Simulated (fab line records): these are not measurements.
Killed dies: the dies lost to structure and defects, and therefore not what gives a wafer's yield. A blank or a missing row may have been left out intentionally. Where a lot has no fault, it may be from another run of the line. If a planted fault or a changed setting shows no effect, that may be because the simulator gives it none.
Which tool did it? / flow nandHarc / 24 lots, 72 wafers sampled, at 6 steps of a route of 1159

## WHAT THE GAUGES SHOWED, per wafer
NHARC_A_WL_FILL_INSPECT_15. Usual: 410 for rawDefectCount, sd 130.
lot=L074; measured=day 16 01:07; on=defectInspect-02; rawDefectCount=323 349 500; flag=
lot=L077; measured=day 16 17:51; on=defectInspect-02; rawDefectCount=300 292 240; flag=
lot=L075; measured=day 16 19:18; on=defectInspect-01; rawDefectCount=473 398 328; flag=
lot=L076; measured=day 17 12:36; on=defectInspect-01; rawDefectCount=369 294 523; flag=
lot=L079; measured=day 17 13:11; on=defectInspect-02; rawDefectCount=250 425 367; flag=
lot=L078; measured=day 17 08:48; on=defectInspect-01; rawDefectCount=518 875 414; flag=
lot=L080; measured=day 17 17:28; on=defectInspect-01; rawDefectCount=448 486 372; flag=
lot=L081; measured=day 17 21:24; on=defectInspect-01; rawDefectCount=385 445 502; flag=
lot=L083; measured=day 18 02:55; on=defectInspect-02; rawDefectCount=242 211 202; flag=
lot=L082; measured=day 18 14:14; on=defectInspect-01; rawDefectCount=475 474 421; flag=
lot=L085; measured=day 18 22:08; on=defectInspect-01; rawDefectCount=407 307 548; flag=
lot=L084; measured=day 18 22:31; on=defectInspect-02; rawDefectCount=182 389 243; flag=
lot=L086; measured=day 19 05:53; on=defectInspect-02; rawDefectCount=331 413 446; flag=
lot=L088; measured=day 19 05:47; on=defectInspect-02; rawDefectCount=429 323 435; flag=
lot=L087; measured=day 19 14:29; on=defectInspect-01; rawDefectCount=382 291 370; flag=
lot=L089; measured=day 19 19:24; on=defectInspect-02; rawDefectCount=284 369 381; flag=
lot=L090; measured=day 19 16:14; on=defectInspect-01; rawDefectCount=551 464 345; flag=
lot=L092; measured=day 20 08:23; on=defectInspect-01; rawDefectCount=359 426 404; flag=
lot=L091; measured=day 20 07:20; on=defectInspect-01; rawDefectCount=355 538 691; flag=
lot=L093; measured=day 20 16:19; on=defectInspect-01; rawDefectCount=354 227 319; flag=
lot=L097; measured=day 21 08:31; on=defectInspect-01; rawDefectCount=263 263 273; flag=
lot=L094; measured=day 21 12:49; on=defectInspect-01; rawDefectCount=419 519 462; flag=
lot=L095; measured=day 21 13:16; on=defectInspect-02; rawDefectCount=369 394 285; flag=
lot=L096; measured=day 21 18:22; on=defectInspect-02; rawDefectCount=409 676 489; flag=

NHARC_A_CONTACT_CD_MEAS_53. Usual: 189.6 nm for cdNm, sd 0.79.
lot=L074; measured=day 16 08:31; on=cdSem-01; cdNm (nm)=188.7 188.7 188.9; flag=
lot=L077; measured=day 17 01:41; on=cdSem-02; cdNm (nm)=189.7 189.9 189.8; flag=
lot=L075; measured=day 17 02:48; on=cdSem-03; cdNm (nm)=190.3 190.6 190.4; flag=
lot=L076; measured=day 17 19:35; on=cdSem-03; cdNm (nm)=188.6 188.7 189.1; flag=
lot=L079; measured=day 17 20:24; on=cdSem-03; cdNm (nm)=190.0 190.3 190.6; flag=
lot=L078; measured=day 17 17:35; on=cdSem-02; cdNm (nm)=188.5 188.8 188.2; flag=
lot=L080; measured=day 18 00:52; on=cdSem-03; cdNm (nm)=189.4 189.1 188.9; flag=
lot=L081; measured=day 18 05:38; on=cdSem-02; cdNm (nm)=189.6 190.4 190.6; flag=
lot=L083; measured=day 18 10:52; on=cdSem-03; cdNm (nm)=189.2 189.9 189.2; flag=
lot=L082; measured=day 18 22:10; on=cdSem-01; cdNm (nm)=190.0 190.0 189.6; flag=
lot=L085; measured=day 19 06:08; on=cdSem-01; cdNm (nm)=188.4 188.2 187.7; flag=
lot=L084; measured=day 19 05:49; on=cdSem-02; cdNm (nm)=189.2 190.0 189.7; flag=
lot=L086; measured=day 19 15:37; on=cdSem-02; cdNm (nm)=188.5 189.1 189.4; flag=
lot=L088; measured=day 19 14:23; on=cdSem-01; cdNm (nm)=190.1 189.2 189.2; flag=
lot=L087; measured=day 19 21:52; on=cdSem-03; cdNm (nm)=189.2 189.7 189.8; flag=
lot=L089; measured=day 20 03:44; on=cdSem-03; cdNm (nm)=190.6 190.1 191.3; flag=
lot=L090; measured=day 19 23:59; on=cdSem-02; cdNm (nm)=187.3 188.1 187.8; flag=
lot=L092; measured=day 20 17:22; on=cdSem-03; cdNm (nm)=190.2 189.5 189.8; flag=
lot=L091; measured=day 20 15:10; on=cdSem-02; cdNm (nm)=189.8 189.9 189.7; flag=
lot=L093; measured=day 20 23:37; on=cdSem-02; cdNm (nm)=189.2 189.5 189.2; flag=
lot=L097; measured=day 21 15:36; on=cdSem-03; cdNm (nm)=190.1 190.5 190.0; flag=
lot=L094; measured=day 21 19:56; on=cdSem-02; cdNm (nm)=190.6 189.8 190.0; flag=
lot=L095; measured=day 21 20:44; on=cdSem-03; cdNm (nm)=190.5 190.9 190.6; flag=
lot=L096; measured=day 22 01:40; on=cdSem-01; cdNm (nm)=190.1 189.7 189.6; flag=

## WHICH TOOL RAN EACH LOT (tool, then ch and the chambers of the sampled wafers, then the start)
lot=L074; NHARC_A_SLIT_ETCH_17=harEtch-02 ch 0, day 14 07:53; NHARC_A_WL_FILL_ALD_00=aldHk-01 ch 0,1,2, day 14 18:25; NHARC_A_WL_FILL_CVD_20=cvdW-01 ch 0,1, day 16 01:07 or earlier; NHARC_A_CONTACT_ETCH_113=harCapEtch-01 ch 0,1, day 16 06:46
lot=L077; NHARC_A_SLIT_ETCH_17=harEtch-01 ch 0,1, day 15 02:31; NHARC_A_WL_FILL_ALD_00=aldHk-02 ch 1,2,3, day 15 12:42; NHARC_A_WL_FILL_CVD_20=cvdW-01 ch 1, day 16 17:51 or earlier; NHARC_A_CONTACT_ETCH_113=harCapEtch-02 ch 0,1, day 16 23:59
lot=L075; NHARC_A_SLIT_ETCH_17=harEtch-02 ch 0,1, day 15 03:04; NHARC_A_WL_FILL_ALD_00=aldHk-03 ch 1,2, day 15 12:42; NHARC_A_WL_FILL_CVD_20=cvdW-02 ch 0,1, day 16 19:18 or earlier; NHARC_A_CONTACT_ETCH_113=harCapEtch-01 ch 0,1, day 17 01:06
lot=L076; NHARC_A_SLIT_ETCH_17=harEtch-02 ch 0, day 15 09:05; NHARC_A_WL_FILL_ALD_00=aldHk-02 ch 0,1, day 15 19:12; NHARC_A_WL_FILL_CVD_20=cvdW-02 ch 0,1, day 17 12:36 or earlier; NHARC_A_CONTACT_ETCH_113=harCapEtch-03 ch 0,1, day 17 17:53
lot=L079; NHARC_A_SLIT_ETCH_17=harEtch-01 ch 0, day 15 09:14; NHARC_A_WL_FILL_ALD_00=aldHk-01 ch 1,2,3, day 15 19:13; NHARC_A_WL_FILL_CVD_20=cvdW-01 ch 0,1, day 17 13:11 or earlier; NHARC_A_CONTACT_ETCH_113=harCapEtch-01 ch 0,1, day 17 18:40
lot=L078; NHARC_A_SLIT_ETCH_17=harEtch-02 ch 0,1, day 15 13:20; NHARC_A_WL_FILL_ALD_00=aldHk-02 ch 0,2,3, day 15 23:50; NHARC_A_WL_FILL_CVD_20=cvdW-01 ch 0,1, day 17 08:48 or earlier; NHARC_A_CONTACT_ETCH_113=harCapEtch-02 ch 0,1, day 17 15:40
lot=L080; NHARC_A_SLIT_ETCH_17=harEtch-01 ch 0,1, day 15 13:34; NHARC_A_WL_FILL_ALD_00=aldHk-03 ch 0,1,2, day 15 23:50; NHARC_A_WL_FILL_CVD_20=cvdW-01 ch 0,1, day 17 17:28 or earlier; NHARC_A_CONTACT_ETCH_113=harCapEtch-02 ch 0,1, day 17 23:08
lot=L081; NHARC_A_SLIT_ETCH_17=harEtch-02 ch 0,1, day 15 22:43; NHARC_A_WL_FILL_ALD_00=aldHk-02 ch 0,1,2, day 16 09:08; NHARC_A_WL_FILL_CVD_20=cvdW-02 ch 1, day 17 21:24 or earlier; NHARC_A_CONTACT_ETCH_113=harCapEtch-03 ch 0,1, day 18 03:55
lot=L083; NHARC_A_SLIT_ETCH_17=harEtch-01 ch 0,1, day 16 10:46; NHARC_A_WL_FILL_ALD_00=aldHk-03 ch 0,1, day 16 20:39; NHARC_A_WL_FILL_CVD_20=cvdW-01 ch 0,1, day 18 02:55 or earlier; NHARC_A_CONTACT_ETCH_113=harCapEtch-02 ch 0,1, day 18 09:10
lot=L082; NHARC_A_SLIT_ETCH_17=harEtch-02 ch 0,1, day 16 10:48; NHARC_A_WL_FILL_ALD_00=aldHk-02 ch 0,3, day 17 01:25; NHARC_A_WL_FILL_CVD_20=cvdW-01 ch 0,1, day 18 14:14 or earlier; NHARC_A_CONTACT_ETCH_113=harCapEtch-01 ch 1, day 18 20:26
lot=L085; NHARC_A_SLIT_ETCH_17=harEtch-02 ch 0,1, day 17 03:40; NHARC_A_WL_FILL_ALD_00=aldHk-01 ch 2,3, day 17 13:54; NHARC_A_WL_FILL_CVD_20=cvdW-01 ch 0,1, day 18 22:08 or earlier; NHARC_A_CONTACT_ETCH_113=harCapEtch-01 ch 0,1, day 19 03:56
lot=L084; NHARC_A_SLIT_ETCH_17=harEtch-01 ch 0,1, day 17 03:44; NHARC_A_WL_FILL_ALD_00=aldHk-03 ch 0,1,3, day 17 13:53; NHARC_A_WL_FILL_CVD_20=cvdW-02 ch 0, day 18 22:31 or earlier; NHARC_A_CONTACT_ETCH_113=harCapEtch-03 ch 0, day 19 04:04
lot=L086; NHARC_A_SLIT_ETCH_17=harEtch-01 ch 0,1, day 17 15:49; NHARC_A_WL_FILL_ALD_00=aldHk-02 ch 0,2,3, day 18 02:14; NHARC_A_WL_FILL_CVD_20=cvdW-01 ch 0,1, day 19 05:53 or earlier; NHARC_A_CONTACT_ETCH_113=harCapEtch-01 ch 0,1, day 19 13:47
lot=L088; NHARC_A_SLIT_ETCH_17=harEtch-01 ch 1, day 17 17:46; NHARC_A_WL_FILL_ALD_00=aldHk-02 ch 1,2, day 18 02:34; NHARC_A_WL_FILL_CVD_20=cvdW-02 ch 0,1, day 19 05:47 or earlier; NHARC_A_CONTACT_ETCH_113=harCapEtch-02 ch 0,1, day 19 12:38
lot=L087; NHARC_A_SLIT_ETCH_17=harEtch-01 ch 0,1, day 17 19:27; NHARC_A_WL_FILL_ALD_00=aldHk-03 ch 1,2,3, day 18 08:42; NHARC_A_WL_FILL_CVD_20=cvdW-01 ch 0,1, day 19 14:29 or earlier; NHARC_A_CONTACT_ETCH_113=harCapEtch-03 ch 0,1, day 19 20:08
lot=L089; NHARC_A_SLIT_ETCH_17=harEtch-02 ch 0,1, day 17 23:38; NHARC_A_WL_FILL_ALD_00=aldHk-02 ch 0,1, day 18 10:14; NHARC_A_WL_FILL_CVD_20=cvdW-01 ch 0,1, day 19 19:24 or earlier; NHARC_A_CONTACT_ETCH_113=harCapEtch-02 ch 0, day 20 02:00
lot=L090; NHARC_A_SLIT_ETCH_17=harEtch-01 ch 0,1, day 17 23:58; NHARC_A_WL_FILL_ALD_00=aldHk-02 ch 1,3, day 18 10:04; NHARC_A_WL_FILL_CVD_20=cvdW-02 ch 0, day 19 16:14 or earlier; NHARC_A_CONTACT_ETCH_113=harCapEtch-03 ch 0,1, day 19 22:16
lot=L092; NHARC_A_SLIT_ETCH_17=harEtch-01 ch 1, day 18 14:54; NHARC_A_WL_FILL_ALD_00=aldHk-01 ch 0,1,3, day 19 01:18; NHARC_A_WL_FILL_CVD_20=cvdW-02 ch 0,1, day 20 08:23 or earlier; NHARC_A_CONTACT_ETCH_113=harCapEtch-03 ch 0,1, day 20 15:14
lot=L091; NHARC_A_SLIT_ETCH_17=harEtch-02 ch 0,1, day 18 15:20; NHARC_A_WL_FILL_ALD_00=aldHk-03 ch 0,3, day 19 01:07; NHARC_A_WL_FILL_CVD_20=cvdW-01 ch 1, day 20 07:20 or earlier; NHARC_A_CONTACT_ETCH_113=harCapEtch-01 ch 0,1, day 20 13:28
lot=L093; NHARC_A_SLIT_ETCH_17=harEtch-01 ch 0,1, day 18 16:40; NHARC_A_WL_FILL_ALD_00=aldHk-02 ch 1,2, day 19 01:05; NHARC_A_WL_FILL_CVD_20=cvdW-02 ch 0,1, day 20 16:19 or earlier; NHARC_A_CONTACT_ETCH_113=harCapEtch-02 ch 0,1, day 20 21:52
lot=L097; NHARC_A_SLIT_ETCH_17=harEtch-01 ch 1, day 19 13:02; NHARC_A_WL_FILL_ALD_00=aldHk-03 ch 0,1,2, day 19 23:10; NHARC_A_WL_FILL_CVD_20=cvdW-02 ch 0,1, day 21 08:31 or earlier; NHARC_A_CONTACT_ETCH_113=harCapEtch-02 ch 0,1, day 21 13:53
lot=L094; NHARC_A_SLIT_ETCH_17=harEtch-02 ch 0,1, day 19 16:49; NHARC_A_WL_FILL_ALD_00=aldHk-03 ch 0,3, day 20 03:57; NHARC_A_WL_FILL_CVD_20=cvdW-02 ch 0,1, day 21 12:49 or earlier; NHARC_A_CONTACT_ETCH_113=harCapEtch-03 ch 0,1, day 21 18:14
lot=L095; NHARC_A_SLIT_ETCH_17=harEtch-02 ch 0, day 19 18:00; NHARC_A_WL_FILL_ALD_00=aldHk-03 ch 1,2,3, day 20 04:08; NHARC_A_WL_FILL_CVD_20=cvdW-01 ch 0,1, day 21 13:16 or earlier; NHARC_A_CONTACT_ETCH_113=harCapEtch-01 ch 0,1, day 21 19:00
lot=L096; NHARC_A_SLIT_ETCH_17=harEtch-01 ch 0,1, day 20 00:19; NHARC_A_WL_FILL_ALD_00=aldHk-03 ch 1,2,3, day 20 10:47; NHARC_A_WL_FILL_CVD_20=cvdW-02 ch 0,1, day 21 18:22 or earlier; NHARC_A_CONTACT_ETCH_113=harCapEtch-03 ch 0,1, day 21 23:56
- NHARC_A_SLIT_ETCH_17: etches the open film in C4F8/O2/Ar, time 1687.5 s, target depth 10100 nm.
- NHARC_A_WL_FILL_ALD_00: deposits Al2O3, target thk 3 nm, pulse time 3 s, ald cycles 30.
- NHARC_A_WL_FILL_CVD_20: deposits W, target thk 75 nm, time 5064 s.
- NHARC_A_CONTACT_ETCH_113: etches the open film in C4F8/O2/Ar, time 94 s, target depth 922 nm.

## WHAT THE TOOLS THEMSELVES READ (means of the sampled wafers that have a number; where no wafer has one, the mark that the record gives instead)
NHARC_A_SLIT_ETCH_17. Usual: drypumpMotorCurrentA 5.8 A, standard deviation 0.61; escClampCurrentUA 0.0210, standard deviation 0.00044; showerheadPlenumPTorr 3.61 Torr, standard deviation 0.099; throttleValvePct 32.046 %, standard deviation 0.0093.
lot=L074; tool=harEtch-02; drypumpMotorCurrentA (A)=6.7; escClampCurrentUA=0.0203; showerheadPlenumPTorr (Torr)=3.52; throttleValvePct (%)=32.049; flag=
lot=L077; tool=harEtch-01; drypumpMotorCurrentA (A)=5.7; escClampCurrentUA=0.0213; showerheadPlenumPTorr (Torr)=3.58; throttleValvePct (%)=32.043; flag=
lot=L075; tool=harEtch-02; drypumpMotorCurrentA (A)=6.3; escClampCurrentUA=0.0205; showerheadPlenumPTorr (Torr)=3.61; throttleValvePct (%)=32.053; flag=
lot=L076; tool=harEtch-02; drypumpMotorCurrentA (A)=6.7; escClampCurrentUA=0.0203; showerheadPlenumPTorr (Torr)=3.52; throttleValvePct (%)=32.049; flag=
lot=L079; tool=harEtch-01; drypumpMotorCurrentA (A)=6.1; escClampCurrentUA=0.0214; showerheadPlenumPTorr (Torr)=3.56; throttleValvePct (%)=32.047; flag=
lot=L078; tool=harEtch-02; drypumpMotorCurrentA (A)=5.9; escClampCurrentUA=0.0206; showerheadPlenumPTorr (Torr)=3.70; throttleValvePct (%)=32.043; flag=
lot=L080; tool=harEtch-01; drypumpMotorCurrentA (A)=5.8; escClampCurrentUA=0.0213; showerheadPlenumPTorr (Torr)=3.58; throttleValvePct (%)=32.041; flag=
lot=L081; tool=harEtch-02; drypumpMotorCurrentA (A)=6.3; escClampCurrentUA=0.0205; showerheadPlenumPTorr (Torr)=3.60; throttleValvePct (%)=32.049; flag=
lot=L083; tool=harEtch-01; drypumpMotorCurrentA (A)=5.4; escClampCurrentUA=0.0214; showerheadPlenumPTorr (Torr)=3.59; throttleValvePct (%)=32.040; flag=
lot=L082; tool=harEtch-02; drypumpMotorCurrentA (A)=5.9; escClampCurrentUA=0.0207; showerheadPlenumPTorr (Torr)=3.69; throttleValvePct (%)=32.045; flag=
lot=L085; tool=harEtch-02; drypumpMotorCurrentA (A)=6.3; escClampCurrentUA=0.0205; showerheadPlenumPTorr (Torr)=3.60; throttleValvePct (%)=32.052; flag=
lot=L084; tool=harEtch-01; drypumpMotorCurrentA (A)=5.8; escClampCurrentUA=0.0213; showerheadPlenumPTorr (Torr)=3.57; throttleValvePct (%)=32.042; flag=
lot=L086; tool=harEtch-01; drypumpMotorCurrentA (A)=5.8; escClampCurrentUA=0.0214; showerheadPlenumPTorr (Torr)=3.56; throttleValvePct (%)=32.051; flag=
lot=L088; tool=harEtch-01; drypumpMotorCurrentA (A)=5.1; escClampCurrentUA=0.0213; showerheadPlenumPTorr (Torr)=3.59; throttleValvePct (%)=32.043; flag=
lot=L087; tool=harEtch-01; drypumpMotorCurrentA (A)=5.4; escClampCurrentUA=0.0214; showerheadPlenumPTorr (Torr)=3.58; throttleValvePct (%)=32.036; flag=
lot=L089; tool=harEtch-02; drypumpMotorCurrentA (A)=6.3; escClampCurrentUA=0.0205; showerheadPlenumPTorr (Torr)=3.59; throttleValvePct (%)=32.042; flag=
lot=L090; tool=harEtch-01; drypumpMotorCurrentA (A)=5.7; escClampCurrentUA=0.0214; showerheadPlenumPTorr (Torr)=3.56; throttleValvePct (%)=32.046; flag=
lot=L092; tool=harEtch-01; drypumpMotorCurrentA (A)=5.1; escClampCurrentUA=0.0214; showerheadPlenumPTorr (Torr)=3.59; throttleValvePct (%)=32.052; flag=
lot=L091; tool=harEtch-02; drypumpMotorCurrentA (A)=6.3; escClampCurrentUA=0.0205; showerheadPlenumPTorr (Torr)=3.59; throttleValvePct (%)=32.038; flag=
lot=L093; tool=harEtch-01; drypumpMotorCurrentA (A)=5.8; escClampCurrentUA=0.0214; showerheadPlenumPTorr (Torr)=3.56; throttleValvePct (%)=32.043; flag=
lot=L097; tool=harEtch-01; drypumpMotorCurrentA (A)=5.1; escClampCurrentUA=0.0214; showerheadPlenumPTorr (Torr)=3.58; throttleValvePct (%)=32.043; flag=
lot=L094; tool=harEtch-02; drypumpMotorCurrentA (A)=5.9; escClampCurrentUA=0.0206; showerheadPlenumPTorr (Torr)=3.67; throttleValvePct (%)=32.049; flag=
lot=L095; tool=harEtch-02; drypumpMotorCurrentA (A)=6.7; escClampCurrentUA=0.0203; showerheadPlenumPTorr (Torr)=3.49; throttleValvePct (%)=32.046; flag=
lot=L096; tool=harEtch-01; drypumpMotorCurrentA (A)=5.7; escClampCurrentUA=0.0214; showerheadPlenumPTorr (Torr)=3.55; throttleValvePct (%)=32.051; flag=

NHARC_A_WL_FILL_ALD_00. Usual: heaterPowerW 474 W, standard deviation 37; precursorPulseHeightRel 0.998, standard deviation 0.018.
lot=L074; tool=aldHk-01; heaterPowerW (W)=505; precursorPulseHeightRel=1.005; flag=
lot=L077; tool=aldHk-02; heaterPowerW (W)=451; precursorPulseHeightRel=1.010; flag=
lot=L075; tool=aldHk-03; heaterPowerW (W)=471; precursorPulseHeightRel=1.004; flag=
lot=L076; tool=aldHk-02; heaterPowerW (W)=488; precursorPulseHeightRel=0.985; flag=
lot=L079; tool=aldHk-01; heaterPowerW (W)=506; precursorPulseHeightRel=0.998; flag=
lot=L078; tool=aldHk-02; heaterPowerW (W)=443; precursorPulseHeightRel=0.999; flag=
lot=L080; tool=aldHk-03; heaterPowerW (W)=479; precursorPulseHeightRel=0.997; flag=
lot=L081; tool=aldHk-02; heaterPowerW (W)=448; precursorPulseHeightRel=0.997; flag=
lot=L083; tool=aldHk-03; heaterPowerW (W)=481; precursorPulseHeightRel=1.015; flag=
lot=L082; tool=aldHk-02; heaterPowerW (W)=476; precursorPulseHeightRel=0.987; flag=
lot=L085; tool=aldHk-01; heaterPowerW (W)=470; precursorPulseHeightRel=0.984; flag=
lot=L084; tool=aldHk-03; heaterPowerW (W)=482; precursorPulseHeightRel=1.001; flag=
lot=L086; tool=aldHk-02; heaterPowerW (W)=440; precursorPulseHeightRel=1.010; flag=
lot=L088; tool=aldHk-02; heaterPowerW (W)=421; precursorPulseHeightRel=1.008; flag=
lot=L087; tool=aldHk-03; heaterPowerW (W)=486; precursorPulseHeightRel=1.004; flag=
lot=L089; tool=aldHk-02; heaterPowerW (W)=485; precursorPulseHeightRel=0.996; flag=
lot=L090; tool=aldHk-02; heaterPowerW (W)=479; precursorPulseHeightRel=1.001; flag=
lot=L092; tool=aldHk-01; heaterPowerW (W)=495; precursorPulseHeightRel=0.979; flag=
lot=L091; tool=aldHk-03; heaterPowerW (W)=500; precursorPulseHeightRel=0.990; flag=
lot=L093; tool=aldHk-02; heaterPowerW (W)=444; precursorPulseHeightRel=1.006; flag=
lot=L097; tool=aldHk-03; heaterPowerW (W)=484; precursorPulseHeightRel=0.984; flag=
lot=L094; tool=aldHk-03; heaterPowerW (W)=503; precursorPulseHeightRel=0.980; flag=
lot=L095; tool=aldHk-03; heaterPowerW (W)=486; precursorPulseHeightRel=0.986; flag=
lot=L096; tool=aldHk-03; heaterPowerW (W)=489; precursorPulseHeightRel=0.980; flag=

NHARC_A_WL_FILL_CVD_20. Usual: heaterPowerW 459 W, standard deviation 11; throttleValvePct 7.93 %, standard deviation 0.27.
lot=L074; tool=cvdW-01; heaterPowerW (W)=460; throttleValvePct (%)=8.03; flag=
lot=L077; tool=cvdW-01; heaterPowerW (W)=467; throttleValvePct (%)=7.77; flag=
lot=L075; tool=cvdW-02; heaterPowerW (W)=458; throttleValvePct (%)=7.94; flag=
lot=L076; tool=cvdW-02; heaterPowerW (W)=446; throttleValvePct (%)=7.73; flag=
lot=L079; tool=cvdW-01; heaterPowerW (W)=464; throttleValvePct (%)=7.94; flag=
lot=L078; tool=cvdW-01; heaterPowerW (W)=464; throttleValvePct (%)=8.10; flag=
lot=L080; tool=cvdW-01; heaterPowerW (W)=463; throttleValvePct (%)=7.93; flag=
lot=L081; tool=cvdW-02; heaterPowerW (W)=450; throttleValvePct (%)=7.98; flag=
lot=L083; tool=cvdW-01; heaterPowerW (W)=460; throttleValvePct (%)=8.05; flag=
lot=L082; tool=cvdW-01; heaterPowerW (W)=463; throttleValvePct (%)=8.23; flag=
lot=L085; tool=cvdW-01; heaterPowerW (W)=469; throttleValvePct (%)=8.05; flag=
lot=L084; tool=cvdW-02; heaterPowerW (W)=455; throttleValvePct (%)=7.62; flag=
lot=L086; tool=cvdW-01; heaterPowerW (W)=463; throttleValvePct (%)=8.06; flag=
lot=L088; tool=cvdW-02; heaterPowerW (W)=454; throttleValvePct (%)=7.60; flag=
lot=L087; tool=cvdW-01; heaterPowerW (W)=461; throttleValvePct (%)=8.17; flag=
lot=L089; tool=cvdW-01; heaterPowerW (W)=469; throttleValvePct (%)=8.28; flag=
lot=L090; tool=cvdW-02; heaterPowerW (W)=454; throttleValvePct (%)=7.51; flag=
lot=L092; tool=cvdW-02; heaterPowerW (W)=448; throttleValvePct (%)=7.81; flag=
lot=L091; tool=cvdW-01; heaterPowerW (W)=461; throttleValvePct (%)=7.94; flag=
lot=L093; tool=cvdW-02; heaterPowerW (W)=458; throttleValvePct (%)=7.82; flag=
lot=L097; tool=cvdW-02; heaterPowerW (W)=455; throttleValvePct (%)=7.72; flag=
lot=L094; tool=cvdW-02; heaterPowerW (W)=459; throttleValvePct (%)=7.68; flag=
lot=L095; tool=cvdW-01; heaterPowerW (W)=476; throttleValvePct (%)=8.12; flag=
lot=L096; tool=cvdW-02; heaterPowerW (W)=454; throttleValvePct (%)=7.90; flag=

## THE ANSWER, worked out from the rows above alone
Rule: take the mean of a lot's wafers that have a number; if it is more than 3 standard deviations from the usual mean, the lot is off. Also off: a lot with no number at a reading for which 4 or more lots have one. Any other lot the step has rows for is counted as sound. Order of review: gauges by route order, followed by the tools' own readings, for which a lot's mean as printed above is used. The first step at which some lot is off is used, and at that step the reading that is off furthest; a lot without a number counts as furthest.
Nothing can be told from this: no lot is off at any reading shown.

## WHAT THE SIMULATOR PUT IN
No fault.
